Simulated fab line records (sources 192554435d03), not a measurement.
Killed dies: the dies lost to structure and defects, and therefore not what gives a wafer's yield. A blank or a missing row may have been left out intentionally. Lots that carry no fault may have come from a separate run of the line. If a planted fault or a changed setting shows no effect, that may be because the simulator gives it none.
Chamber matching	flow n5_finfet	N5_BEOL_M4_DESCUM_33 on rie_diel-06: 4 sister chambers
The step chemistry O2, time 7 s. 8 wafers are shown with their chamber, then 8 later ones without.

== WAFERS PAIRED WITH THEIR CHAMBERS ==
wafer	chamber	drypump_motor_current_A (A)	showerhead_plenum_p_Torr (Torr)
L075.3	3	5.27	2.13
L077.5	2	5.77	2.21
L085.2	2	5.77	2.21
L085.3	0	5.56	2.20
L089.2	0	5.60	2.20
L089.4	3	5.27	2.12
L089.5	1	5.61	2.03
L094.1	1	5.58	2.02

== WAFERS WHOSE CHAMBER IS MISSING ==
wafer	drypump_motor_current_A (A)	showerhead_plenum_p_Torr (Torr)
L094.2	5.75	2.20
L094.3	5.58	2.19
L095.1	5.63	2.02
L095.4	5.61	2.19
L095.5	5.58	2.19
L096.3	5.27	2.11
L096.5	5.74	2.20
L096.6	5.27	2.11

== WHICH CHAMBER EACH ONE RAN IN ==
wafer	from the rows above	in truth
L094.2	2	2
L094.3	0	0
L095.1	1	1
L095.4	0	0
L095.5	0	0
L096.3	3	3
L096.5	2	2
L096.6	3	3
Correct placement for 8 of the 8. Number that these rows cannot place: 0. Number placed wrongly: 0.
How it was worked out, from the rows above alone: a wafer's distance from a chamber is the root of the sum, over the readings, of the square of ((its reading less the chamber's mean) divided by the reading's scatter). If the next closest chamber is less than 2 further off than the closest, the wafer can't be placed; otherwise it belongs to the closest. The mean given for a chamber averages the wafers shown for that chamber. The scatter is the square root of a quotient: the sum, over the shown wafers, of each reading's squared deviation from its chamber's mean, divided by wafers minus chambers.
